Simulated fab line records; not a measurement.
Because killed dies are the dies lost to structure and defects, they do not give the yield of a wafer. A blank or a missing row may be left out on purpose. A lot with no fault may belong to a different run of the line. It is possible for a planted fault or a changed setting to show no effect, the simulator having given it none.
Code-filled problem report in 8D (eight disciplines) form ; flow n5Finfet ; the parts of the form that need people (team, actions taken, sign-off) are left out

1. WHAT WENT WRONG
Wafers without a fault read 41.52, standard deviation 0.24; exposureDoseMJCm2 at N5_BEOL_M2_EXPOSE_08 reads a mean of 42.97 on 6 wafers belonging to 2 lots. That puts it +6.0 standard deviations away from the usual mean.
The step: exposes mask M2.
The first sign was on wafer L204.2 at day 8 20:15, on euvScanner-01. Wafers with a number at this step in the record: 30, from 10 lots. Rule for "out", or "out of limits": more than 4 standard deviations from the usual mean. Any other wafer with a number is counted as sound.

2. WHAT IT IS; WHAT IT IS NOT
question;is;is not
which readings at this step;exposureDoseMJCm2;stageMsdNm
which lots;L204, L207;L198, L199, L201, L202, L205, L213, L214, L218
which wafers of those lots;all that have a number;-
read on which tools;euvScanner-01;euvScanner-02
when;from day 8 20:15;"up to then (12 sound wafers); but 12 sound wafers of L205, L213, L214, L218 came after"

3. THE SUSPECTS, EACH WITH WHAT RULES IT OUT
Counting: a tool at any process step up to the reading remains a suspect when it ran all the lots that are out and ran no sound lot after the first of those.
- cvdCo-01 at N5_BEOL_M1_CO_CAP_55 (material Co, precursor CCTBA/H2, target thk 2 nm, time 102.1 s): ruled out as a lasting fault. The sound lots L205, L213, L214 went through it after L204, its earliest lot that is out (day 8 18:25).
- euvScanner-01 at N5_BEOL_M2_EXPOSE_08 (exposes mask M2): kept. It ran every lot that is out, first L204 (day 8 20:15), and no sound lot after that; its last sound lot up to then is L201 (day 8 00:28). Out on those wafers are its own readings of exposureDoseMJCm2.
Remaining after the count: euvScanner-01 at N5_BEOL_M2_EXPOSE_08.

4. THE CAUSE (what the simulator had put in)
Process parameter drift: euvScanner-01, from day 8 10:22 on, at N5_BEOL_M2_EXPOSE_08. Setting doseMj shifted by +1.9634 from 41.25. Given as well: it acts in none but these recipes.
After counting, this tool was the only one left.

5. THE CHAIN OF EFFECTS, in route order
One row per reading whose mean, taken over the struck wafers that have a number, lies over 3 standard deviations from the usual. Only readings for which the record gives a usual standard deviation are gone through. hours: the time from each lot's start at the first step in this table that gives one to its start at this step, as a median over the lots. sigmas: the change in usual standard deviations.
hours;step;reading;usual;on struck wafers;change;sigmas
0;N5_BEOL_M2_EXPOSE_08;exposureDoseMJCm2;41.52;42.97;+1.45;+6.0
154;N5_PASSIVATION_PROBE_49;defectLimitedYield;91.1 %;77.5;-13.6;-9.7
154;N5_PASSIVATION_PROBE_49;killed_at_M0_to_M3;32;198;+166;+18
154;N5_PASSIVATION_PROBE_49;killedDies;104;266;+162;+9.5
154;N5_PASSIVATION_PROBE_49;killedOnRim;14;34;+20;+5.2
154;N5_PASSIVATION_PROBE_49;sort_bin_5_function;5.2 %;13.0;+7.8;+8.0
154;N5_PASSIVATION_PROBE_49;sort_bin_6_memory;3.3 %;8.6;+5.3;+9.0
154;N5_PASSIVATION_PROBE_49;sortNPass;1075;914;-161;-9.5
154;N5_PASSIVATION_PROBE_49;sortYieldPct;91.1 %;77.5;-13.6;-9.7
Process steps it contains:
- N5_BEOL_M2_EXPOSE_08: exposes mask M2.
- N5_PASSIVATION_PROBE_49
Later measuring or inspecting steps at which every struck wafer that the step has a row for has a number for every such reading, and none has moved that far: N5_BEOL_M4_RC_MEAS_101.

6. HOW IT WOULD HAVE BEEN CAUGHT EARLIER
In this record the first reading out of limits was taken at day 8 20:15, 10 hours after the fault began at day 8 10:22.
